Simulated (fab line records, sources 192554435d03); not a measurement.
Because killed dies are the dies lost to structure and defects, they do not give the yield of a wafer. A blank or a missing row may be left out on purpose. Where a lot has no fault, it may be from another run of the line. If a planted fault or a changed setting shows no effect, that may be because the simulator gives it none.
Matching of chambers :: flow n5-finfet :: 4 sister chambers for N5_BEOL_M0_SAQP_STRIP_108 on rie-diel-04
The step strips in N2/H2. 16 wafers are shown with their chamber, then 8 later ones without.

## WAFERS PAIRED WITH THEIR CHAMBERS
wafer: L077.1
chamber: 1
drypump-motor-current-A (A): 5.9
throttle-valve-pct (%): 18.83
showerhead-plenum-p-Torr (Torr): 3.56

wafer: L077.2
chamber: 3
drypump-motor-current-A (A): 5.7
throttle-valve-pct (%): 18.80
showerhead-plenum-p-Torr (Torr): 3.16

wafer: L077.3
chamber: 0
drypump-motor-current-A (A): 5.1
throttle-valve-pct (%): 18.51
showerhead-plenum-p-Torr (Torr): 3.34

wafer: L079.1
chamber: 0
drypump-motor-current-A (A): 5.1
throttle-valve-pct (%): 18.52
showerhead-plenum-p-Torr (Torr): 3.34

wafer: L079.4
chamber: 3
drypump-motor-current-A (A): 5.7
throttle-valve-pct (%): 18.82
showerhead-plenum-p-Torr (Torr): 3.16

wafer: L079.5
chamber: 0
drypump-motor-current-A (A): 5.1
throttle-valve-pct (%): 18.51
showerhead-plenum-p-Torr (Torr): 3.34

wafer: L080.2
chamber: 2
drypump-motor-current-A (A): 5.6
throttle-valve-pct (%): 18.17
showerhead-plenum-p-Torr (Torr): 3.57

wafer: L080.3
chamber: 3
drypump-motor-current-A (A): 5.7
throttle-valve-pct (%): 18.82
showerhead-plenum-p-Torr (Torr): 3.16

wafer: L080.6
chamber: 1
drypump-motor-current-A (A): 5.8
throttle-valve-pct (%): 18.84
showerhead-plenum-p-Torr (Torr): 3.56

wafer: L082.2
chamber: 2
drypump-motor-current-A (A): 5.6
throttle-valve-pct (%): 18.17
showerhead-plenum-p-Torr (Torr): 3.57

wafer: L082.3
chamber: 1
drypump-motor-current-A (A): 5.8
throttle-valve-pct (%): 18.84
showerhead-plenum-p-Torr (Torr): 3.56

wafer: L082.5
chamber: 2
drypump-motor-current-A (A): 5.6
throttle-valve-pct (%): 18.16
showerhead-plenum-p-Torr (Torr): 3.57

wafer: L084.2
chamber: 3
drypump-motor-current-A (A): 5.7
throttle-valve-pct (%): 18.83
showerhead-plenum-p-Torr (Torr): 3.15

wafer: L084.3
chamber: 1
drypump-motor-current-A (A): 5.9
throttle-valve-pct (%): 18.87
showerhead-plenum-p-Torr (Torr): 3.55

wafer: L084.6
chamber: 3
drypump-motor-current-A (A): 5.7
throttle-valve-pct (%): 18.82
showerhead-plenum-p-Torr (Torr): 3.15

wafer: L088.1
chamber: 3
drypump-motor-current-A (A): 5.7
throttle-valve-pct (%): 18.45
showerhead-plenum-p-Torr (Torr): 3.55

SIGNATURES, as means of the wafers listed above
reading: drypump-motor-current-A
chamber 0: 5.100
chamber 1: 5.850
chamber 2: 5.600
chamber 3: 5.700
scatter within a chamber: 0.0289

reading: throttle-valve-pct
chamber 0: 18.5133
chamber 1: 18.8450
chamber 2: 18.1667
chamber 3: 18.7567
scatter within a chamber: 0.0976

reading: showerhead-plenum-p-Torr
chamber 0: 3.3400
chamber 1: 3.5575
chamber 2: 3.5700
chamber 3: 3.2217
scatter within a chamber: 0.104
Rule: for a wafer and a chamber, the distance is found by dividing, reading by reading, the gap between the wafer's reading and the chamber's mean by the reading's scatter, squaring, summing and taking the root. The wafer belongs to the nearest chamber; if the next one is less than 2 further off, it can't be placed. The scatter: take each reading less its chamber's mean, square it, sum over the shown wafers, divide by the number of wafers less the number of chambers, and take the root.

## WAFERS MISSING THEIR CHAMBER
wafer: L088.4
drypump-motor-current-A (A): 5.1
throttle-valve-pct (%): 18.56
showerhead-plenum-p-Torr (Torr): 3.32

wafer: L088.5
drypump-motor-current-A (A): 5.7
throttle-valve-pct (%): 18.46
showerhead-plenum-p-Torr (Torr): 3.55

wafer: L095.1
drypump-motor-current-A (A): 5.1
throttle-valve-pct (%): 18.58
showerhead-plenum-p-Torr (Torr): 3.32

wafer: L095.3
drypump-motor-current-A (A): 5.7
throttle-valve-pct (%): 18.46
showerhead-plenum-p-Torr (Torr): 3.55

wafer: L095.6
drypump-motor-current-A (A): 5.1
throttle-valve-pct (%): 18.57
showerhead-plenum-p-Torr (Torr): 3.32

wafer: L096.2
drypump-motor-current-A (A): 5.9
throttle-valve-pct (%): 18.88
showerhead-plenum-p-Torr (Torr): 3.54

wafer: L096.5
drypump-motor-current-A (A): 5.1
throttle-valve-pct (%): 18.56
showerhead-plenum-p-Torr (Torr): 3.32

wafer: L096.6
drypump-motor-current-A (A): 5.7
throttle-valve-pct (%): 18.47
showerhead-plenum-p-Torr (Torr): 3.55

## WHICH CHAMBER EACH ONE RAN IN
wafer: L088.4
from the rows above: 0
in truth: 0

wafer: L088.5
from the rows above: can't be placed: 3 or 2
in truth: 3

wafer: L095.1
from the rows above: 0
in truth: 0

wafer: L095.3
from the rows above: can't be placed: 3 or 2
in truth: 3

wafer: L095.6
from the rows above: 0
in truth: 0

wafer: L096.2
from the rows above: 1
in truth: 1

wafer: L096.5
from the rows above: 0
in truth: 0

wafer: L096.6
from the rows above: can't be placed: 3 or 2
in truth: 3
Placed correctly: 5 of 8. Not placeable from these rows: 3 (in 3, the candidates include the true chamber). 0 placed wrongly.
